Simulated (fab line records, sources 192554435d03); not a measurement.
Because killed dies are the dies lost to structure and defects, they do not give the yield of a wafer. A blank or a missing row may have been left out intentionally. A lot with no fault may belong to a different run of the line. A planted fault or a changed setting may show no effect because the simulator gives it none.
What tool caused it? / flow n5Finfet / route of 1938 steps, sampled at 1 step: 10 lots, 30 wafers

== WHAT THE GAUGES SHOWED, per wafer ==
N5_BEOL_M13_THK_MEAS_50: measures by xrf.
lot=L077; measured=day 11 05:47; on=filmMetro-01; M13_THK (nm)=427 443 432
lot=L076; measured=day 11 18:16; on=filmMetro-01; M13_THK (nm)=427 419 429
lot=L079; measured=day 12 06:06; on=filmMetro-01; M13_THK (nm)=410 418 418
lot=L081; measured=day 12 22:38; on=filmMetro-01; M13_THK (nm)=421 411 416
lot=L084; measured=day 13 06:22; on=filmMetro-01; M13_THK (nm)=414 419 411
lot=L085; measured=day 13 16:20; on=filmMetro-01; M13_THK (nm)=433 424 429
lot=L088; measured=day 14 17:04; on=filmMetro-01; M13_THK (nm)=425 437 424
lot=L090; measured=day 15 03:32; on=filmMetro-01; M13_THK (nm)=443 438 424
lot=L093; measured=day 15 23:53; on=filmMetro-01; M13_THK (nm)=434 411 410
lot=L096; measured=day 16 18:05; on=filmMetro-02; M13_THK (nm)=424 412 423

== TOOL THAT RAN EACH LOT (tool first, then ch and the chambers of the sampled wafers, then the start) ==
Record: no process step prior to these readings.

== THE ANSWER, worked out from the rows above alone ==
Rule: the usual values come from the lots themselves. The widest of any qualifying gaps counts: lots, ordered by their means at a reading, are off when they make up no more than a third of the lots, leave a main group of 4 or more, and stand apart from it by 3 or more times the standard deviation of that group's means. Not used: any main group whose means are identical at the precision the tables above print for the reading. Also off: a lot with no number at a reading for which 4 or more lots have one. Any other lot the step has rows for is counted as sound.
Nothing can be told from this: no lot is off at any reading shown.

== WHAT THE SIMULATOR HAD INSERTED ==
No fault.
